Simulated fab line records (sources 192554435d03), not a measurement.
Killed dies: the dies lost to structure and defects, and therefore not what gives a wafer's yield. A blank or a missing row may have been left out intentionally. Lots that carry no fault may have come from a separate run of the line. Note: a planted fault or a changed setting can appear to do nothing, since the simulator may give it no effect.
Which tool did it? -- flow n5-finfet -- 38 wafers from 14 lots sampled at 4 of the route's 1938 steps

== WHAT EACH GAUGE READ, for each wafer ==
Not one reading of a measure or inspect step in the record can be checked against a usual standard deviation.

== WHAT TOOL EACH LOT RAN ON (gives the tool, then ch and the chambers of the sampled wafers, and finally the start) ==
lot,N5_DUMMY_GATE_HM_OPEN_21,N5_DUMMY_GATE_ETCH_44,N5_SPACER0_ALD_07,N5_SPACER0_ALD_00
L296,"rie-diel-01 ch 0,1, day 3 09:25","rie-si-04 ch 0,1,2, day 3 09:40","ald-sin-02 ch 1,2,3, day 3 10:06","ald-sin-02 ch 1,2,3, day 3 10:15"
L297,"rie-diel-04 ch 1,2, day 3 18:58","rie-si-06 ch 0,1, day 3 19:13","ald-sin-04 ch 0,2,3, day 3 19:43","ald-sin-04 ch 0,2,3, day 3 19:52"
L298,"rie-diel-03 ch 0,1,2, day 3 23:03","rie-si-04 ch 0,1, day 3 23:18","ald-sin-04 ch 1,3, day 4 00:41","ald-sin-04 ch 1,3, day 4 00:50"
L301,"rie-diel-03 ch 0,3, day 4 10:46","rie-si-05 ch 0,1,2, day 4 11:01","ald-sin-01 ch 0,1,3, day 4 11:28","ald-sin-01 ch 0,1,3, day 4 11:37"
L302,"rie-diel-04 ch 0,1,3, day 4 16:14","rie-si-05 ch 1,2, day 4 16:29","ald-sin-01 ch 1,3, day 4 16:59","ald-sin-01 ch 1,3, day 4 17:08"
L308,"rie-diel-03 ch 0,1,3, day 6 06:59","rie-si-04 ch 0,1,3, day 6 07:14","ald-sin-04 ch 1,2, day 6 07:40","ald-sin-04 ch 1,2, day 6 07:50"
L310,"rie-diel-01 ch 1,2, day 6 17:45","rie-si-04 ch 1, day 6 18:00","ald-sin-02 ch 1,2, day 6 18:42","ald-sin-02 ch 1,2, day 6 18:51"
L311,"rie-diel-04 ch 1,3, day 6 21:34","rie-si-04 ch 0,3, day 6 21:49","ald-sin-04 ch 0,2, day 6 22:50","ald-sin-04 ch 0,2, day 6 22:59"
L312,"rie-diel-01 ch 0,2, day 7 03:55","rie-si-06 ch 1,2,3, day 7 04:10","ald-sin-01 ch 0,2,3, day 7 04:38","ald-sin-01 ch 0,2,3, day 7 04:47"
L313,"rie-diel-01 ch 1,2,3, day 7 10:29","rie-si-05 ch 0,2, day 7 10:44","ald-sin-01 ch 0,1,2, day 7 11:42","ald-sin-01 ch 0,1,2, day 7 11:51"
L314,"rie-diel-04 ch 1,2, day 7 17:05","rie-si-06 ch 0,3, day 7 17:19","ald-sin-04 ch 0,3, day 7 18:06","ald-sin-04 ch 0,3, day 7 18:18"
L315,"rie-diel-01 ch 1, day 8 00:04","rie-si-05 ch 2, day 8 00:19","ald-sin-01 ch 0, day 8 00:45","ald-sin-01 ch 0, day 8 00:54"
L316,"rie-diel-01 ch 1,3, day 8 06:49","rie-si-05 ch 0,2, day 8 07:04","ald-sin-02 ch 0,1, day 8 07:30","ald-sin-02 ch 0,1, day 8 07:40"
L317,"rie-diel-04 ch 0,1,2, day 8 10:25","rie-si-06 ch 0,2,3, day 8 10:40","ald-sin-02 ch 0,3, day 8 12:12","ald-sin-02 ch 0,3, day 8 12:21"
- N5_DUMMY_GATE_HM_OPEN_21: chemistry CH3F/O2, target SiNx, target depth 120 nm, time 171.4 s.
- N5_DUMMY_GATE_ETCH_44: etches poly-Si in HBr/O2, stops on SiO2, target depth 127.5 nm.
- N5_SPACER0_ALD_07: deposits SiNx, target thk 2 nm.
- N5_SPACER0_ALD_00: deposits SiOCN, target thk 3.5 nm, pulse time 3 s, purge time 2 s.

== AS READ BY THE TOOLS THEMSELVES (means over the sampled wafers that have a number; for cases with no such wafer, the mark the record gives instead) ==
N5_DUMMY_GATE_HM_OPEN_21.
lot,tool,chamber-pressure-mTorr (mTorr),drypump-motor-current-A (A),oes-product-au (a.u.),rf-vpp-V (V),showerhead-plenum-p-Torr (Torr),throttle-valve-pct (%)
L296,rie-diel-01,30.000,5.3,0.72,304,1.92,16.73
L297,rie-diel-04,29.998,5.3,0.78,300,1.99,16.38
L298,rie-diel-03,30.007,5.2,0.77,297,1.99,16.55
L301,rie-diel-03,30.003,5.4,0.76,293,1.93,16.56
L302,rie-diel-04,29.997,5.8,0.77,302,2.04,16.63
L308,rie-diel-03,29.991,5.6,0.85,301,2.05,16.44
L310,rie-diel-01,30.000,5.2,0.86,309,1.96,16.48
L311,rie-diel-04,30.012,5.9,0.79,302,2.02,16.51
L312,rie-diel-01,30.004,5.4,0.86,312,1.93,16.29
L313,rie-diel-01,30.016,5.4,0.90,302,2.00,16.35
L314,rie-diel-04,30.009,5.2,0.76,296,1.96,16.39
L315,rie-diel-01,30.000,5.1,0.74,302,1.96,16.91
L316,rie-diel-01,30.001,5.3,0.85,296,2.02,16.51
L317,rie-diel-04,30.002,5.2,0.80,300,1.99,16.42

N5_DUMMY_GATE_ETCH_44.
lot,tool,chamber-pressure-mTorr (mTorr),drypump-motor-current-A (A),oes-product-au (a.u.),throttle-valve-pct (%)
L296,rie-si-04,20.010,5.3,0.733,18.42
L297,rie-si-06,20.003,6.0,0.724,18.60
L298,rie-si-04,20.013,5.5,0.730,18.36
L301,rie-si-05,19.987,5.3,0.721,18.27
L302,rie-si-05,20.017,5.2,0.736,18.12
L308,rie-si-04,19.971,5.5,0.735,18.29
L310,rie-si-04,20.000,5.2,0.722,18.37
L311,rie-si-04,20.005,5.7,0.735,18.30
L312,rie-si-06,20.005,6.2,0.726,18.42
L313,rie-si-05,20.007,5.4,0.728,18.45
L314,rie-si-06,20.013,5.6,0.738,18.54
L315,rie-si-05,19.995,5.1,0.715,18.02
L316,rie-si-05,20.024,5.3,0.734,18.33
L317,rie-si-06,20.006,5.9,0.727,18.44

N5_SPACER0_ALD_07.
lot,tool,heater-power-w (W)
L296,ald-sin-02,860
L297,ald-sin-04,711
L298,ald-sin-04,725
L301,ald-sin-01,812
L302,ald-sin-01,823
L308,ald-sin-04,801
L310,ald-sin-02,829
L311,ald-sin-04,748
L312,ald-sin-01,835
L313,ald-sin-01,845
L314,ald-sin-04,692
L315,ald-sin-01,790
L316,ald-sin-02,812
L317,ald-sin-02,889

N5_SPACER0_ALD_00.
lot,tool,heater-power-w (W),precursor-pulse-height-rel
L296,ald-sin-02,849,0.982
L297,ald-sin-04,706,0.985
L298,ald-sin-04,743,0.982
L301,ald-sin-01,818,0.993
L302,ald-sin-01,815,1.003
L308,ald-sin-04,795,0.994
L310,ald-sin-02,841,0.992
L311,ald-sin-04,749,0.984
L312,ald-sin-01,838,1.011
L313,ald-sin-01,845,1.013
L314,ald-sin-04,693,0.995
L315,ald-sin-01,792,0.996
L316,ald-sin-02,813,1.011
L317,ald-sin-02,889,1.002

== THE ANSWER, worked out from the rows above alone ==
Rule: the usual values come from the lots themselves. The widest of any qualifying gaps counts: lots, ordered by their means at a reading, are off when they make up no more than a third of the lots, leave a main group of 4 or more, and stand apart from it by 3 or more times the standard deviation of that group's means. A main group is skipped when, at the precision printed for the reading in the tables above, its means are all equal. A lot without any number at a reading at which 4 lots or more have one is off too. The other lots that the step has rows for count as sound. Order of review: gauges by route order, followed by the tools' own readings, for which a lot's mean as printed above is used. At the first step where some lot is off, the reading lying furthest off is the one used; lots without a number count as furthest.
Across all readings shown, no lot is off: no conclusion can be drawn from this.

== WHAT THE SIMULATOR HAD INSERTED ==
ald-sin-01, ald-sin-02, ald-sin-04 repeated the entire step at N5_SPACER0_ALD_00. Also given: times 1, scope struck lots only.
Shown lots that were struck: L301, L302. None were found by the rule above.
